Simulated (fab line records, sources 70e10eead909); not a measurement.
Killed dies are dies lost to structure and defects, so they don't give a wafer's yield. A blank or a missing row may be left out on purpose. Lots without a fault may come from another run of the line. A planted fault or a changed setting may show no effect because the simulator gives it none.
fab line records | flow nand_harc
record lots=11 wafers=33 last_day=25
route steps=1159 shown P_ZERO_WELL@26 P_STI@87 P_GATE@148 END@1159
lots that met no fault: from a run of the same line without faults
start_h: hours from the record's first day to the start of the lot's first wafer shown | wait_h: hours since the lot's step before | " the same as in the row above | L1.1+2: a row that stands for several wafers | - no value, or no start given | * or withheld: withheld | < > ~ a bound
route shown NAME@n: a module of which the file shows steps, and the number in the route of the first | usual: mean/standard deviation of fault-free wafers | same: alike in all rows | chamber/n: place in a boat | sites: the reading at each site | _std_site: their standard deviation | _edge_site: outer sites' mean less inner sites' | radius_mm: how far each site lies from the wafer's centre | mask NAME#n: copy n | behind: the tool/chamber that last shaped the wafer | hold: why the lot was held/for how many hours/how that ended | device: the transistor (n, p or np) that didn't switch | end of line: the same wafers' tests at the end of the route | a step without rows: its recipe alone | killed: dies lost to structure and defects at the first sort, not the wafer's yield | map: a wafer's dies, x killed, . not, _ none there
set.NAME: the setting as run; set.NAME@STEP: as run at that earlier step | model.NAME: the simulator's own value behind a step, which no gauge read
steps of the route over a sample of lots; a table a step, a row a wafer
services: from which hour (start_h, from the record's first day; less than 0 if before it) a tool's chamber was out of use, for how many hours, and why
## steps
# step NHARC_P_ZERO_WELL_EXPOSE_21
# recipe na=0.6 target_cd_nm=720 dose_mj=22.31 mask_id=P_NWELL
# usual focus_offset_nm=0.0/0.56
# same na=0.6
# columns lot.wafer tool chamber start_h wait_h mask focus_offset_nm
L514.1 krf_scanner-03 0 14.43 - P_NWELL#0 0.3
L514.3 " 0 " " P_NWELL#0 0.1
L514.4 " 0 " " P_NWELL#0 -0.3
L515.1 krf_scanner-03 0 20.22 - P_NWELL#0 -0.5
L515.4 " 0 " " P_NWELL#0 0.0
L515.5 " 0 " " P_NWELL#0 0.0
L516.2 krf_scanner-02 0 27.12 - P_NWELL_R1#0 0.6
L516.3 " 0 " " P_NWELL_R1#0 0.1
L516.5 " 0 " " P_NWELL_R1#0 0.2
L525.3 krf_scanner-03 0 80.38 - P_NWELL#0 0.7
L525.5 " 0 " " P_NWELL#0 -0.5
L525.6 " 0 " " P_NWELL#0 0.2
L526.3 krf_scanner-02 0 86.46 - P_NWELL#0 1.2
L526.4 " 0 " " P_NWELL#0 0.4
L526.5 " 0 " " P_NWELL#0 0.6
L527.2 krf_scanner-02 0 92.40 - P_NWELL#0 -0.4
L527.4 " 0 " " P_NWELL#0 -1.0
L527.5 " 0 " " P_NWELL#0 -0.5
L528.2 krf_scanner-03 0 98.57 - P_NWELL#0 -0.1
L528.4 " 0 " " P_NWELL#0 0.1
L528.5 " 0 " " P_NWELL#0 -0.3
L534.1 krf_scanner-03 0 134.18 - P_NWELL#0 -1.3
L534.4 " 0 " " P_NWELL#0 -0.3
L534.6 " 0 " " P_NWELL#0 0.2
L535.3 krf_scanner-04 0 140.31 - P_NWELL#0 0.3
L535.5 " 0 " " P_NWELL#0 -1.5
L535.6 " 0 " " P_NWELL#0 0.1
L536.1 krf_scanner-02 0 146.47 - P_NWELL#0 -0.4
L536.2 " 0 " " P_NWELL#0 0.1
L536.4 " 0 " " P_NWELL#0 1.1
L537.2 krf_scanner-03 0 152.30 - P_NWELL#0 0.0
L537.3 " 0 " " P_NWELL#0 0.1
L537.4 " 0 " " P_NWELL#0 -0.4
# step NHARC_P_ZERO_WELL_CD_MEAS_24
# recipe target_cd_nm=720 landing_energy_ev=500
# usual cd_nm=720.4/1.5
# same landing_energy_ev=500
# columns lot.wafer tool chamber start_h wait_h cd_nm
L514.1 cd_sem-03 0 14.59 - 720.0
L514.3 " 0 " " 718.8
L514.4 " 0 " " 722.7
L515.1 cd_sem-01 0 20.38 - 721.1
L515.4 " 0 " " 722.4
L515.5 " 0 " " 720.6
L516.2 cd_sem-03 0 27.28 - 672.1
L516.3 " 0 " " 675.1
L516.5 " 0 " " 674.8
L525.3 cd_sem-02 0 80.52 - 721.0
L525.5 " 0 " " 721.3
L525.6 " 0 " " 720.0
L526.3 cd_sem-01 0 86.60 - 720.4
L526.4 " 0 " " 722.2
L526.5 " 0 " " 724.1
L527.2 cd_sem-03 0 92.56 - 720.3
L527.4 " 0 " " 717.5
L527.5 " 0 " " 719.1
L528.2 cd_sem-03 0 98.73 - 720.2
L528.4 " 0 " " 717.6
L528.5 " 0 " " 720.8
L534.1 cd_sem-02 0 134.34 - 721.4
L534.4 " 0 " " 720.3
L534.6 " 0 " " 719.9
L535.3 cd_sem-03 0 140.46 - 722.9
L535.5 " 0 " " 722.9
L535.6 " 0 " " 720.6
L536.1 cd_sem-01 0 146.63 - 718.4
L536.2 " 0 " " 719.7
L536.4 " 0 " " 720.8
L537.2 cd_sem-01 0 152.45 - 721.2
L537.3 " 0 " " 719.4
L537.4 " 0 " " 720.5
# step NHARC_P_STI_DESCUM_14
# recipe time_s=3 o2_flow_sccm=200 ar_flow_sccm=0 bias_power_w=0 chemistry=O2
# usual drypump_motor_current_A=5.8/0.44 o2_flow_sccm=200.1/0.56 oes_product_au=1.001/0.012 rf_vpp_V=58.0/0.89 showerhead_plenum_p_Torr=1.95/0.098 throttle_valve_pct=11.311/0.0089
# columns lot.wafer tool chamber start_h wait_h drypump_motor_current_A o2_flow_sccm oes_product_au rf_hours_counter_h rf_vpp_V showerhead_plenum_p_Torr throttle_valve_pct
L514.4 rie_diel-12 1 35.14 - 5.3 200.3 1.001 0 56.7 1.79 11.311
L514.1 " 2 " " 5.8 199.5 1.003 0 57.6 2.02 11.327
L514.3 " 3 " " 6.2 200.1 1.016 0 57.4 2.04 11.299
L515.1 rie_diel-07 0 43.49 - 5.2 200.4 0.985 5.9 57.8 2.01 11.310
L515.4 " 1 " " 5.9 201.3 1.017 - 58.3 1.95 11.304
L515.5 " 0 " " 5.2 200.0 0.989 - 58.9 2.01 11.291
L516.2 rie_diel-06 3 49.78 - 6.1 200.2 0.974 3.5 58.0 2.06 11.300
L516.3 " 0 " " 6.7 200.3 0.999 3.6 55.5 1.81 11.305
L516.5 " 2 " " 6.2 201.0 0.986 - 58.4 2.03 11.316
L525.3 rie_diel-06 2 102.55 - 6.2 200.2 1.010 0.7 58.3 2.03 11.309
L525.5 " 3 " " 6.1 200.8 0.983 - 58.6 2.06 11.321
L525.6 " 0 " " 6.6 200.4 1.009 - 57.4 1.81 11.304
L526.3 rie_diel-12 0 109.27 - 5.5 199.9 1.003 4.5 57.9 2.02 11.317
L526.4 " 2 " " 5.8 199.4 0.993 5.0 58.9 2.02 11.297
L526.5 " 1 " " 5.3 201.4 1.002 - 57.5 1.79 11.315
L527.2 rie_diel-07 3 115.12 - 6.1 199.5 1.007 2.6 56.1 1.87 11.298
L527.4 " 1 " " 5.9 200.8 1.002 2.7 56.8 1.95 11.309
L527.5 " 2 " " 5.4 199.8 1.023 - 59.1 1.82 11.301
L528.2 rie_diel-07 2 119.63 - 5.4 201.6 1.016 1.8 58.7 1.82 11.313
L528.5 " 1 " " 6.0 200.2 1.017 - 58.3 1.95 11.303
L528.4 " 2 " " 5.4 201.2 1.020 - 57.1 1.82 11.309
L534.4 rie_diel-12 1 155.59 - 5.3 200.0 1.005 7.7 56.5 1.79 11.299
L534.1 " 3 " " 6.1 199.9 1.005 7.9 58.8 2.04 11.316
L534.6 " 1 " " 5.3 199.6 1.002 - 58.5 1.79 11.313
L535.3 rie_diel-07 1 163.56 - 6.0 200.2 1.016 5.1 56.4 1.95 11.312
L535.5 " 2 " " 5.4 200.3 1.001 - 57.8 1.82 11.316
L535.6 " 3 " " 6.1 200.6 1.011 - 58.3 1.87 11.321
L536.4 rie_diel-07 3 166.99 - 6.1 200.0 1.003 4.5 58.7 1.87 11.307
L536.1 " 1 " " 6.0 200.1 1.013 5.2 57.8 1.95 11.304
L536.2 " 2 " " 5.4 199.5 1.008 3.7 56.4 1.82 11.308
L537.3 rie_diel-06 3 172.95 - 6.2 199.5 1.003 2.5 59.2 2.06 11.304
L537.4 " 0 " " 6.6 200.7 1.006 2.3 57.8 1.81 11.322
L537.2 " 2 " " 6.2 200.1 0.994 2.3 57.8 2.02 11.318
# step NHARC_P_GATE_ETCH_114
# recipe target_depth_a=300 overetch_a=30 time_s=16.5 ion_energy_ev=100 cf4_flow_sccm=80 o2_flow_sccm=20 ar_flow_sccm=0 rf_w=300 bias_w=100 chemistry=CF4/O2
# usual drypump_motor_current_A=5.6/0.53 o2_flow_sccm=20.00/0.066 oes_product_au=1.001/0.01 rf_vpp_V=197.4/1.4 showerhead_plenum_p_Torr=1.31/0.057 throttle_valve_pct=13.398/0.0088
# columns lot.wafer tool chamber start_h wait_h drypump_motor_current_A o2_flow_sccm oes_product_au rf_hours_counter_h rf_vpp_V showerhead_plenum_p_Torr throttle_valve_pct
L514.4 rie_diel-01 2 - - 5.3 19.99 1.001 23 196.5 1.27 13.402
L514.3 " 3 " " 5.9 19.96 0.994 23 195.8 1.26 13.392
L514.1 " 1 " " 5.1 19.97 1.000 23 198.0 1.29 13.396
L515.4 rie_diel-04 2 - - 6.3 20.08 1.009 56 194.6 1.25 13.388
L515.1 " 3 " " 6.2 20.05 1.001 54 197.7 1.29 13.401
L515.5 " 2 " " 6.3 20.02 1.007 - 196.9 1.25 13.405
L516.2 rie_diel-01 1 - - 5.1 20.04 0.974 27 197.9 1.29 13.391
L516.3 " 2 " " 5.3 20.02 0.985 27 196.3 1.27 13.402
L516.5 " 3 " " 5.9 20.00 0.985 - 197.4 1.26 13.409
L527.4 rie_diel-04 3 - - 6.1 20.04 1.003 17 196.8 1.28 13.413
L527.2 " 2 " " 6.3 20.03 1.008 17 195.4 1.24 13.398
L527.5 " 0 " " 5.8 19.98 0.990 - 197.2 1.26 13.373
L528.4 rie_diel-13 1 - - 6.2 19.96 1.001 24 197.5 1.33 13.401
L528.2 " 3 " " 5.4 20.03 1.002 24 201.0 1.44 13.382
L528.5 " 2 " " 5.8 19.95 1.001 - 197.2 1.31 13.405
L526.4 rie_diel-13 1 - - 6.3 20.03 1.014 24 197.9 1.33 13.405
L526.3 " 0 " " 5.3 19.95 0.984 26 197.3 1.27 13.385
L526.5 " 1 " " 6.3 20.10 1.001 - 198.6 1.33 13.401
L525.3 rie_diel-01 0 - - 4.8 19.96 0.995 4 199.1 1.40 13.404
L525.5 " 2 " " 5.4 20.05 0.996 - 196.2 1.27 13.403
L525.6 " 3 " " 5.9 19.97 0.986 - 196.8 1.26 13.407
L534.1 rie_diel-13 2 - - 5.8 20.00 0.995 34 199.0 1.31 13.393
L534.6 " 0 " " 5.3 20.10 0.997 - 196.6 1.27 13.406
L534.4 " 2 " " 5.8 20.07 1.000 - 197.7 1.31 13.399
L535.3 rie_diel-01 0 - - 4.9 19.96 1.004 13 198.0 1.40 13.424
L535.5 " 2 " " 5.3 20.10 1.005 - 198.2 1.26 13.407
L535.6 " 3 " " 5.9 19.91 0.999 - 197.5 1.26 13.408
L536.4 rie_diel-01 0 - - 4.9 20.10 1.003 13 198.6 1.40 13.406
L536.1 " 1 " " 5.1 19.98 1.006 15 196.3 1.29 13.394
L536.2 " 3 " " 5.9 19.95 0.989 15 196.1 1.26 13.412
L537.2 rie_diel-13 1 - - 6.3 20.06 1.009 46 197.9 1.32 13.393
L537.4 " 2 " " 5.8 20.03 0.995 47 197.3 1.31 13.415
L537.3 " 3 " " 5.5 20.00 0.999 48 199.8 1.43 13.405
# step NHARC_P_GATE_ETCH_32
# recipe target_depth_a=1500 over_etch_frac=1 over_etch_ion_energy_ev=40 time_s=100.1 hbr_flow_sccm=150 cl2_flow_sccm=50 rf_w=400 icp_w=400 bias_w=100 chemistry=HBr/Cl2
# usual drypump_motor_current_A=5.7/0.55 hbr_flow_sccm=150.1/0.47 oes_product_au=0.997/0.0098 throttle_valve_pct=26.406/0.0083
# columns lot.wafer tool chamber start_h wait_h drypump_motor_current_A hbr_flow_sccm oes_product_au rf_hours_counter_h throttle_valve_pct
L514.1 rie_si-04 1 83.97 - 5.9 149.8 0.987 1.3 26.411
L514.4 " 2 " " 5.1 150.5 1.003 1.2 26.419
L514.3 " 0 " " 5.5 150.0 0.987 1.4 26.404
L515.4 rie_si-03 1 96.59 - 4.7 149.8 0.991 1.1 26.408
L515.1 " 2 " " 6.2 150.4 0.982 0.9 26.399
L515.5 " 2 " " 6.3 149.6 1.000 - 26.412
L516.2 rie_si-03 2 102.65 - 6.2 149.8 0.998 1.0 26.402
L516.3 " 0 " " 5.8 150.4 1.001 1.2 26.399
L516.5 " 2 " " 6.2 150.2 0.999 - 26.396
L527.2 rie_si-03 0 165.70 - 5.8 150.3 0.991 0.0 26.398
L527.4 " 1 " " 4.7 150.1 0.994 0.0 26.415
L527.5 " 0 " " 5.8 149.9 0.987 - 26.406
L528.4 rie_si-04 3 165.75 - 6.0 151.2 1.024 0.5 26.404
L528.2 " 1 " " 5.9 149.5 1.008 0.4 26.401
L528.5 " 2 " " 5.1 149.4 1.002 - 26.416
L526.3 rie_si-03 2 166.39 - 6.2 149.3 1.013 0.1 26.398
L526.4 " 3 " " 5.9 149.6 0.999 0.1 26.407
L526.5 " 1 " " 4.7 149.8 0.984 - 26.411
L525.3 rie_si-04 2 166.83 - 5.1 150.9 0.989 0.5 26.405
L525.6 " 2 " " 5.1 150.1 1.000 - 26.397
L525.5 " 3 " " 6.0 150.8 1.006 - 26.403
L534.4 rie_si-01 0 202.02 - 6.7 150.4 1.006 0.6 26.394
L534.1 " 2 " " 5.5 150.9 0.991 0.6 26.410
L534.6 " 3 " " 5.2 149.8 0.985 - 26.413
L535.3 rie_si-03 2 217.91 - 6.2 150.2 0.998 0.5 26.409
L535.6 " 2 " " 6.2 149.2 1.011 - 26.414
L535.5 " 3 " " 5.9 150.1 1.005 - 26.414
L536.1 rie_si-03 2 218.48 - 6.2 149.6 0.995 0.6 26.406
L536.2 " 3 " " 5.9 150.9 1.009 0.6 26.411
L536.4 " 0 " " 5.8 150.3 0.992 0.6 26.397
L537.4 rie_si-03 3 233.56 - 5.9 150.1 1.006 0.7 26.409
L537.3 " 0 " " 5.8 149.8 1.004 0.6 26.412
L537.2 " 2 " " 6.2 150.1 0.997 0.7 26.399
# step NHARC_END_SORT_01
# recipe temp_c=25
# usual killed_at_array=25/9.2 killed_at_other=0.8/1.2 killed_at_periphery=3.9/2.6 killed_dies=30/9.7 killed_open=3.4/1.9 killed_short=2.0/1.4
# same gross_dies=677
# columns lot.wafer tool chamber start_h wait_h killed_at_array killed_at_other killed_at_periphery killed_dies killed_open killed_short
L516.2 prober-02 0 460.00 2.8 14 0 7 21 4 0
# killed by level:class
L516.2 A_CHANNEL_HOLE_D1:chamber_film_flake=7 A_CONTACT:chamber_film_flake=3 P_CONTACT:geometric_particle:open=2 P_STI:chamber_film_flake=2 A_STAIRCASE:chamber_film_flake=2 P_M2:geometric_particle:open=1 A_SGD_CUT:geometric_particle:open=1 P_GATE:chamber_film_flake=1
## services
# columns tool chamber start_h hours kind
rie_diel-07 3 -5.39 5.3 repair
krf_scanner-03 - -4.00 4.0 pm
krf_scanner-03 - 1.21 0.3 repair
rie_diel-13 2 23.33 6.2 repair
rie_diel-07 3 31.55 16.6 repair
rie_diel-13 0 33.69 22.3 repair
krf_scanner-02 - 38.00 4.0 pm
krf_scanner-03 - 40.05 1.0 repair
rie_diel-07 - 41.68 0.8 repair
rie_diel-07 3 51.01 2.4 repair
rie_diel-07 - 51.20 9.0 pm
rie_si-03 - 54.05 0.9 repair
rie_diel-13 2 68.57 1.6 repair
rie_diel-13 - 99.00 9.0 pm
rie_diel-07 3 118.74 4.2 repair
krf_scanner-02 - 122.45 0.2 repair
rie_diel-01 - 137.80 9.0 pm
krf_scanner-02 - 140.08 1.2 repair
rie_si-03 - 155.00 9.0 pm
krf_scanner-03 - 168.00 4.0 pm
krf_scanner-02 - 187.88 18.7 repair
rie_diel-01 0 205.12 5.4 repair
rie_si-03 0 226.61 5.5 repair
rie_diel-07 - 228.20 9.0 pm
## key
first_sign step=NHARC_P_ZERO_WELL_EXPOSE_21 reading=mask direction=changed
effect step=NHARC_P_ZERO_WELL_CD_MEAS_24 reading=cd_nm direction=down sigmas=30 usual=720.4 struck=674.0
met_at NHARC_P_ZERO_WELL_EXPOSE_21
struck_lots L516
tester_left_out L516
not_acting_at NHARC_P_STI_DESCUM_14,NHARC_P_GATE_ETCH_114,NHARC_P_GATE_ETCH_32
fault kind=wrong_mask tool=any chamber=- onset_h=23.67 steps=NHARC_P_ZERO_WELL_EXPOSE_21 aux_copy=P_NWELL_R1#0 cd_offset_nm=-46.307 scope=struck_lots_only
# tester_left_out: of these lots the tester's yield and bins aren't shown, on N5 and GAA mostly nor the transistor test; their killed dies are dies lost to structure and defects alone, not to doping, threshold or leakage, so they don't give the yield
